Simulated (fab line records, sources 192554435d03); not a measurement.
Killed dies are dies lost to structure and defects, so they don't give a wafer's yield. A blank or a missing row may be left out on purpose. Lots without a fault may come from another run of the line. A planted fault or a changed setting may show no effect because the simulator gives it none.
One fault seen from 3 desks | flow n5_finfet | each desk has only its own numbers; what lay behind them comes last

THE METROLOGY DESK
What the gauges read, lot by lot, whatever tool the lot ran on: means of the sampled wafers that have a number. A lot is out of limits, marked OUT, if its mean lies more than 4 standard deviations from the usual mean; the brackets give that distance. Of its 12 readings 7 are shown: those that lie furthest out on some lot.
Columns: A = IOFF_P at N5_BEOL_M4_RC_MEAS_101, usual 0.21 nA/um; B = ION_N at N5_BEOL_M4_RC_MEAS_101, usual 673 uA/um; C = ION_P at N5_BEOL_M4_RC_MEAS_101, usual 461 uA/um; D = SS_N at N5_BEOL_M4_RC_MEAS_101, usual 71.5 mV/dec; E = SS_P at N5_BEOL_M4_RC_MEAS_101, usual 73.4 mV/dec; F = VT_N at N5_BEOL_M4_RC_MEAS_101, usual 250 mV; G = VT_P at N5_BEOL_M4_RC_MEAS_101, usual -251 mV
lot  | first seen here | A    | B   | C   | D    | E    | F   | G
L997 | day 4 04:51     | 0.21 | 675 | 462 | 71.5 | 73.3 | 250 | -250
L107 | day 6 14:34     | 0.24 | 682 | 462 | 72.6 | 74.2 | 249 | -251
L113 | day 8 04:37     | 0.20 | 672 | 460 | 72.0 | 73.8 | 249 | -252
L115 | day 8 16:35     | 0.15 | 660 | 449 | 70.6 | 72.7 | 255 | -255
L117 | day 9 06:19     | 0.27 | 685 | 468 | 72.1 | 73.5 | 244 | -246
L119 | day 9 17:36     | 0.22 | 674 | 459 | 71.7 | 73.8 | 248 | -250
L120 | day 10 01:33    | 0.14 | 651 | 445 | 70.9 | 72.4 | 256 | -258
This desk's finding: nothing out of limits on any of the 7 lots.

THE DEFECT DESK
What the inspections along the route counted, lot by lot: means of the sampled wafers that have a number. A lot is out of limits, marked OUT, if its mean lies more than 4 standard deviations from the usual mean; the brackets give that distance.
Columns: A = raw_defect_count at N5_HKMG_FIN_INSPECT_14, usual 1.9
lot  | first seen here | A
L997 | day 4 04:54     | 2.7
L107 | day 6 14:38     | 1.3
L113 | day 8 04:40     | 0.0
L115 | day 8 16:38     | 2.3
L117 | day 9 06:22     | 0.0
L119 | day 9 17:39     | 1.7
L120 | day 10 01:36    | 3.0
This desk's finding: nothing out of limits on any of the 7 lots.

THE TOOL OWNER'S DESK: rie_diel-06
The tool's own readings at N5_HKMG_FIN_ETCH_35 (etches SOC in N2/H2, target depth 215.8 nm, time 243.4 s): means of the sampled wafers that have a number, for each lot that ran on this tool. A lot is out of limits, marked OUT, if its mean lies more than 4 standard deviations from the usual mean; the brackets give that distance.
Columns: A = bias_w at N5_HKMG_FIN_ETCH_35, usual 5.000 W; B = drypump_motor_current_A at N5_HKMG_FIN_ETCH_35, usual 5.8 A; C = oes_product_au at N5_HKMG_FIN_ETCH_35, usual 0.76 a.u.; D = rf_vpp_V at N5_HKMG_FIN_ETCH_35, usual 141.3 V; E = run_length_s at N5_HKMG_FIN_ETCH_35, usual 266.5 s; F = showerhead_plenum_p_Torr at N5_HKMG_FIN_ETCH_35, usual 2.49 Torr; G = throttle_valve_pct at N5_HKMG_FIN_ETCH_35, usual 17.87 %
lot  | first seen here | A     | B   | C    | D     | E               | F    | G
L997 | day 4 05:14     | 5.004 | 6.0 | 0.74 | 142.0 | 266.7           | 2.49 | 18.08
L107 | day 6 14:58     | 5.004 | 6.2 | 0.79 | 141.1 | 266.9           | 2.50 | 18.02
L113 | day 8 05:01     | 5.011 | 6.1 | 0.70 | 140.9 | 297.5 (+69) OUT | 2.46 | 18.12
L115 | day 8 17:02     | 5.000 | 6.0 | 0.69 | 141.8 | 287.3 (+46) OUT | 2.47 | 18.14
L117 | day 9 06:43     | 5.003 | 5.7 | 0.70 | 140.5 | 298.1 (+70) OUT | 2.47 | 18.19
This desk's finding: out of limits on L113, L115, L117; first on L113, day 8 05:01 (run_length_s at N5_HKMG_FIN_ETCH_35). In limits: L997, L107.

PUT TOGETHER
The tool owner's desk could have raised an alarm at day 8 05:01, on L113, L115, L117.
The metrology desk saw nothing out of limits.
The defect desk saw nothing out of limits.
The metrology desk has L113, L115, L117 on record, within its limits.
The defect desk has L113, L115, L117 on record, within its limits.
Of the lots named, all ran N5_HKMG_FIN_ETCH_35 on rie_diel-06.

WHAT THE SIMULATOR HAD PUT IN
Process parameter drift: rie_diel-06, from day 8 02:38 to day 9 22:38, at N5_HKMG_FIN_ETCH_35. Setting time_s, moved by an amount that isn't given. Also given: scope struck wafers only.
Lots struck among those shown: L113, L115, L117.
Hours from the fault's start to each desk's first reading out of limits: the tool owner's desk, 2.
